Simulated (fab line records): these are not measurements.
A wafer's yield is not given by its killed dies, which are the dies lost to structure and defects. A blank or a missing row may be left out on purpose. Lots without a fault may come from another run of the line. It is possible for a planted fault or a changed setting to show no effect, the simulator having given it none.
Which tool was responsible?    flow n5 finfet    27 wafers from 10 lots sampled at 5 of the route's 1938 steps

WHAT THE GAUGES SHOWED, per wafer
N5_BEOL_M4_RC_MEAS_101. Usual: DIBL_N 36.1 mV/V, standard deviation 2; DIBL_P 36.3 mV/V, standard deviation 2.5; IOFF_N 0.16 nA/um, standard deviation 0.037; IOFF_P 0.21 nA/um, standard deviation 0.039; ION_N 678 uA/um, standard deviation 15; ION_P 465 uA/um, standard deviation 8.7; SS_N 71.4 mV/dec, standard deviation 0.7; SS_P 73.3 mV/dec, standard deviation 0.74; VT_N 249 mV, standard deviation 3.6; VT_P -250.0 mV, standard deviation 2.9.
lot   measured      on         DIBL_N (mV/V)   DIBL_P (mV/V)   IOFF_N (nA/um)  IOFF_P (nA/um)  ION_N (uA/um)  ION_P (uA/um)  SS_N (mV/dec)   SS_P (mV/dec)   VT_N (mV)    VT_P (mV)             flag
L715  day 7 18:09   prober-01  35.5 33.2       36.4 33.5       0.16 0.11       0.26 0.20       669 649        475 462        72.2 71.1       73.6 72.7       251 257      -243.3 -247.6         
L717  day 8 23:31   prober-01  35.7 37.6       35.4 37.8       0.14 0.18       0.17 0.22       675 674        457 460        70.6 72.1       73.0 74.7       254 249      -255.2 -249.7         
L720  day 9 06:07   prober-02  36.2 34.6 37.3  37.4 35.8 39.0  0.16 0.13 0.19  0.21 0.18 0.23  679 671 688    463 466 467    71.7 71.1 72.2  73.2 72.5 74.0  249 256 250  -253.5 -253.8 -251.7  
L722  day 9 07:47   prober-02  32.3 34.5 37.8  30.4 33.9 38.5  0.09 0.12 0.17  0.14 0.18 0.25  653 666 672    459 465 467    70.1 71.4 71.9  71.2 73.0 73.8  257 251 248  -253.7 -250.1 -247.8  
L723  day 10 17:14  prober-02  38.9 35.9 36.7  40.1 37.6 38.4  0.20 0.15 0.16  0.21 0.18 0.19  675 673 670    456 453 452    72.3 71.5 72.0  73.5 72.7 72.8  250 252 252  -253.0 -254.6 -253.3  
L725  day 10 22:55  prober-02  34.5 36.6 36.0  33.9 35.8 35.6  0.13 0.16 0.16  0.19 0.22 0.21  677 685 683    467 462 465    71.6 72.0 71.9  73.5 73.9 73.1  249 246 247  -249.3 -250.9 -249.6  
L726  day 11 15:52  prober-01  34.2 35.7 39.3  32.9 34.2 38.5  0.12 0.14 0.20  0.19 0.20 0.28  666 675 667    463 466 456    70.9 71.2 73.3  72.2 73.9 73.9  253 252 247  -250.1 -249.2 -248.1  
L727  day 11 16:26  prober-02  38.8 38.7       41.2 39.1       0.25 0.23       0.32 0.27       705 697        485 474        72.3 72.0       73.9 73.4       243 244      -243.5 -249.4         
L729  day 12 04:50  prober-01  38.4 33.5 37.6  37.4 33.7 38.1  0.20 0.13 0.20  0.24 0.19 0.26  668 669 702    460 463 478    72.1 70.5 71.5  74.1 73.0 74.3  250 251 245  -247.2 -248.7 -247.0  
L731  day 12 19:57  prober-02  32.4 35.0 32.9  32.2 36.2 34.0  0.11 0.15 0.13  0.13 0.18 0.16  660 670 675    448 458 461    70.8 71.6 70.4  71.7 73.5 71.8  252 250 248  -256.9 -254.3 -254.9  

EACH LOT AND THE TOOL THAT RAN IT (in order: tool; ch and the chambers of the sampled wafers; start)
lot   N5_BEOL_M0_SAQP_PECVD_97        N5_BEOL_M0_SAQP_DESCUM_19          N5_BEOL_M0_SAQP_MANDREL_ETCH_20  N5_BEOL_M0_SAQP_SPACER1_ALD_98
L715  pecvd-02 ch 1,2, day 5 11:26    rie diel-02 ch 0, day 5 12:28      rie si-04 ch 1,2, day 5 12:44    ald sin-04 ch 1, day 5 13:27
L717  pecvd-02 ch 0,1, day 6 02:00    rie diel-03 ch 0,1, day 6 02:49    rie si-05 ch 0,3, day 6 03:05    ald sin-04 ch 0,2, day 6 03:58
L720  pecvd-04 ch 1,2, day 6 14:15    rie diel-02 ch 0,1,2, day 6 14:58  rie si-05 ch 0,2, day 6 15:14    ald sin-02 ch 0,1,2, day 6 16:00
L722  pecvd-02 ch 1,2, day 7 05:07    rie diel-01 ch 1,2,3, day 7 05:50  rie si-05 ch 0,1, day 7 06:07    ald sin-01 ch 1,2,3, day 7 06:44
L723  pecvd-01 ch 0,1,2, day 7 11:05  rie diel-03 ch 0,3, day 7 11:47    rie si-02 ch 0,3, day 7 12:04    ald sin-02 ch 0,1,2, day 7 12:40
L725  pecvd-02 ch 0,2, day 8 04:00    rie diel-03 ch 0,2, day 8 04:54    rie si-02 ch 0,3, day 8 05:11    ald sin-01 ch 1,2,3, day 8 05:48
L726  pecvd-01 ch 1,2, day 8 06:07    rie diel-02 ch 1,2,3, day 8 06:41  rie si-02 ch 1,3, day 8 06:58    ald sin-04 ch 0,2,3, day 8 07:37
L727  pecvd-04 ch 0, day 8 12:17      rie diel-02 ch 0, day 8 13:09      rie si-04 ch 1,2, day 8 13:26    ald sin-01 ch 0,3, day 8 14:22
L729  pecvd-04 ch 0,1,2, day 8 23:33  rie diel-01 ch 1,2,3, day 9 00:08  rie si-05 ch 0,1,3, day 9 00:24  ald sin-01 ch 1,2,3, day 9 01:09
L731  pecvd-02 ch 0,1, day 9 10:54    rie diel-03 ch 0,1,3, day 9 12:34  rie si-04 ch 2,3, day 9 12:50    ald sin-01 ch 1,2,3, day 9 13:39
- N5_BEOL_M0_SAQP_PECVD_97: deposits SiNx from SiH4/NH3/N2, target thk 23 nm, time 19.9 s.
- N5_BEOL_M0_SAQP_DESCUM_19: chemistry O2, time 7.9 s.
- N5_BEOL_M0_SAQP_MANDREL_ETCH_20: etches a-Si in HBr/Cl2, stops on SiNx, target depth 60 nm, bt time 10 s, time 30 s.
- N5_BEOL_M0_SAQP_SPACER1_ALD_98: deposits SiO2, target thk 12.8 nm, pulse time 1 s, purge time 2 s.

WHAT THE TOOLS THEMSELVES READ (means of the sampled wafers that have a number; where no wafer has one, the mark that the record gives instead)
N5_BEOL_M0_SAQP_PECVD_97. Usual: heater power w 583 W, standard deviation 69; showerhead plenum p Torr 5.19 Torr, standard deviation 0.037; throttle valve pct 39.3 %, standard deviation 1.1.
lot   tool      heater power w (W)  showerhead plenum p Torr (Torr)  throttle valve pct (%)  flag
L715  pecvd-02  594                 5.20                             38.5                    
L717  pecvd-02  608                 5.19                             39.5                    
L720  pecvd-04  533                 5.20                             41.0                    
L722  pecvd-02  588                 5.20                             38.7                    
L723  pecvd-01  574                 5.22                             38.1                    
L725  pecvd-02  544                 5.17                             39.2                    
L726  pecvd-01  646                 5.22                             38.2                    
L727  pecvd-04  685                 5.16                             39.3                    
L729  pecvd-04  534                 5.19                             40.0                    
L731  pecvd-02  616                 5.20                             39.4                    

N5_BEOL_M0_SAQP_DESCUM_19. Usual: chamber pressure mTorr 19.999 mTorr, standard deviation 0.019; drypump motor current A 6.0 A, standard deviation 0.41; oes product au 0.79 a.u., standard deviation 0.096; rf vpp V 243.2 V, standard deviation 1.1; showerhead plenum p Torr 2.08 Torr, standard deviation 0.058; throttle valve pct 20.41 %, standard deviation 0.24.
lot   tool         chamber pressure mTorr (mTorr)  drypump motor current A (A)  oes product au (a.u.)  rf vpp V (V)  showerhead plenum p Torr (Torr)  throttle valve pct (%)  flag
L715  rie diel-02  19.994                          6.7                          0.93                   244.2         2.15                             20.09                   
L717  rie diel-03  20.005                          5.5                          0.75                   243.0         2.09                             20.46                   
L720  rie diel-02  19.979                          6.0                          0.77                   242.3         2.04                             20.55                   
L722  rie diel-01  19.994                          6.0                          0.79                   244.0         2.09                             20.47                   
L723  rie diel-03  19.994                          5.6                          0.77                   243.8         2.14                             20.43                   
L725  rie diel-03  20.000                          6.1                          0.74                   243.3         2.10                             20.51                   
L726  rie diel-02  19.981                          5.7                          0.72                   241.3         1.98                             20.57                   
L727  rie diel-02  20.007                          6.6                          0.89                   244.1         2.14                             20.12                   
L729  rie diel-01  20.002                          6.0                          0.78                   242.8         2.09                             20.49                   
L731  rie diel-03  19.986                          5.8                          0.81                   242.8         2.11                             20.36                   

N5_BEOL_M0_SAQP_MANDREL_ETCH_20. Usual: chamber pressure mTorr 10.002 mTorr, standard deviation 0.0088; drypump motor current A 5.6 A, standard deviation 0.37; oes product au 0.773 a.u., standard deviation 0.014; throttle valve pct 35.52 %, standard deviation 0.24.
lot   tool       chamber pressure mTorr (mTorr)  drypump motor current A (A)  oes product au (a.u.)  throttle valve pct (%)  flag
L715  rie si-04  9.995                           5.6                          0.800                  35.36                   
L717  rie si-05  9.992                           5.6                          0.770                  35.31                   
L720  rie si-05  10.005                          5.5                          0.770                  35.55                   
L722  rie si-05  9.998                           5.1                          0.788                  35.34                   
L723  rie si-02  9.998                           5.9                          0.769                  35.52                   
L725  rie si-02  10.008                          5.9                          0.769                  35.55                   
L726  rie si-02  9.999                           5.9                          0.761                  35.61                   
L727  rie si-04  10.009                          5.7                          0.788                  35.37                   
L729  rie si-05  10.006                          5.4                          0.772                  35.34                   
L731  rie si-04  10.009                          5.5                          0.788                  35.55                   

N5_BEOL_M0_SAQP_SPACER1_ALD_98. Usual: heater power w 477 W, standard deviation 59; precursor pulse height rel 0.998, standard deviation 0.019; susceptor temp C 299.99 C, standard deviation 0.19.
lot   tool        heater power w (W)  precursor pulse height rel  susceptor temp C (C)  flag
L715  ald sin-04  462                 0.991                       299.91                
L717  ald sin-04  522                 1.002                       300.02                
L720  ald sin-02  442                 1.011                       299.77                
L722  ald sin-01  495                 0.978                       300.02                
L723  ald sin-02  445                 1.002                       299.99                
L725  ald sin-01  494                 1.000                       300.10                
L726  ald sin-04  482                 0.990                       299.91                
L727  ald sin-01  441                 0.976                       299.83                
L729  ald sin-01  514                 1.002                       304.17                OFF
L731  ald sin-01  515                 1.019                       304.02                OFF

THE ANSWER, worked out from the rows above alone
Rule: lot off if the mean of its wafers having a number is beyond 3 standard deviations from the usual mean. A lot without any number at a reading at which 4 lots or more have one is off too. Any other lot the step has rows for is counted as sound. Order of review: gauges by route order, followed by the tools' own readings, for which a lot's mean as printed above is used. At the first step where some lot is off, the reading lying furthest off is the one used; lots without a number count as furthest.
Off, at N5_BEOL_M0_SAQP_SPACER1_ALD_98 on susceptor temp C: L729, L731.
If a tool, at that step or one of the process steps before it, ran each lot that is off and ran no sound lot following the first of them, it fits. One fits: N5_BEOL_M0_SAQP_SPACER1_ALD_98 on ald sin-01. A fault onset in the window from L727 (day 8 14:22, its last sound lot) to L729 (day 9 01:09, its first lot off) fits.
On the lots that are off, the tool's own readings at N5_BEOL_M0_SAQP_SPACER1_ALD_98 differ by more than 5 times the standard deviation of the sound lots' means, which bears it out; susceptor temp C reads 304.10 C there versus 299.94 C on the sound lots.

WHAT THE SIMULATOR HAD INSERTED
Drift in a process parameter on ald sin-01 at N5_BEOL_M0_SAQP_SPACER1_ALD_98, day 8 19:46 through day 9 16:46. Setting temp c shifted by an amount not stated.
Struck lots among those shown: L729, L731. This agrees with what the rule above found.
